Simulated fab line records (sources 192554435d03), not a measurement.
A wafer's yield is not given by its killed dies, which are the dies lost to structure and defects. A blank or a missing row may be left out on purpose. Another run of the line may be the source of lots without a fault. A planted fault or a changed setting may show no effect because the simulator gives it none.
One fault seen from 2 desks || flow n5 finfet || only its own numbers are on each desk; what lay behind them is given at the end

== THE DEFECT DESK ==
For each lot, the counts of the inspections along the route, averaged over the sampled wafers that have a number. Marked OUT: a lot whose mean sits more than 4 standard deviations from the usual mean, which makes it out of limits; the brackets give that distance.
Columns: A = raw defect count at N5_START_INSPECT_01, usual 5.8
{"lot": "L393", "first seen here": "day 1 18:02", "A": 8.3}
{"lot": "L395", "first seen here": "day 2 06:02", "A": 5.5}
{"lot": "L397", "first seen here": "day 2 18:02", "A": 7.7}
{"lot": "L400", "first seen here": "day 3 12:02", "A": 6.7}
{"lot": "L403", "first seen here": "day 4 06:02", "A": 5.0}
{"lot": "L404", "first seen here": "day 4 12:02", "A": 5.3}
{"lot": "L406", "first seen here": "day 5 00:02", "A": 5.3}
{"lot": "L407", "first seen here": "day 5 06:02", "A": 4.3}
{"lot": "L413", "first seen here": "day 6 18:02", "A": 5.3}
{"lot": "L414", "first seen here": "day 7 00:02", "A": 8.0}
{"lot": "L415", "first seen here": "day 7 06:02", "A": 7.0}
This desk found nothing out of limits on any of the 11 lots.

== METROLOGY DESK ==
Means of the sampled wafers that have a number, per lot and without regard to the tool the lot ran on: this is what the gauges read. Marked OUT: a lot whose mean sits more than 4 standard deviations from the usual mean, which makes it out of limits; the brackets give that distance.
Columns: A = cd nm at N5_ZERO_LAYER_CD_MEAS_11, usual 2000.7 nm
{"lot": "L393", "first seen here": "day 1 18:39", "A": 2000.6}
{"lot": "L395", "first seen here": "day 2 06:38", "A": 2001.0}
{"lot": "L397", "first seen here": "day 2 18:47", "A": 2003.6}
{"lot": "L400", "first seen here": "day 3 12:38", "A": 1997.3}
{"lot": "L403", "first seen here": "day 4 06:46", "A": 1999.9}
{"lot": "L404", "first seen here": "day 4 12:38", "A": 1999.2}
{"lot": "L406", "first seen here": "day 5 00:47", "A": 2002.8}
{"lot": "L407", "first seen here": "day 5 06:40", "A": 2001.1}
{"lot": "L413", "first seen here": "day 6 18:39", "A": "2017.2 (+6.1) OUT"}
{"lot": "L414", "first seen here": "day 7 00:39", "A": "2016.3 (+5.8) OUT"}
{"lot": "L415", "first seen here": "day 7 06:38", "A": "2017.2 (+6.1) OUT"}
This desk finds L413, L414, L415 out of limits, L413 being first, at day 6 18:39 (cd nm at N5_ZERO_LAYER_CD_MEAS_11). Within limits: L393, L395, L397, L400, L403, L404, L406, L407.

== PUT TOGETHER ==
On L413, L414, L415, the metrology desk was in a position to raise an alarm at day 6 18:39.
No out-of-limits result turned up at the defect desk.
The defect desk has L413, L414, L415 on record, within its limits.
N5_ZERO_LAYER_EXPOSE_08 was run on krf scanner-02 by each of the lots named.

== WHAT THE SIMULATOR PUT IN ==
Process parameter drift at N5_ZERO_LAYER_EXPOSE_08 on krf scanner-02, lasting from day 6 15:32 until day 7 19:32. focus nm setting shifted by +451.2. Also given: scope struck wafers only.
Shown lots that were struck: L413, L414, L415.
Time in hours between the start of the fault and the first out-of-limits reading at each desk: metrology desk, 3.
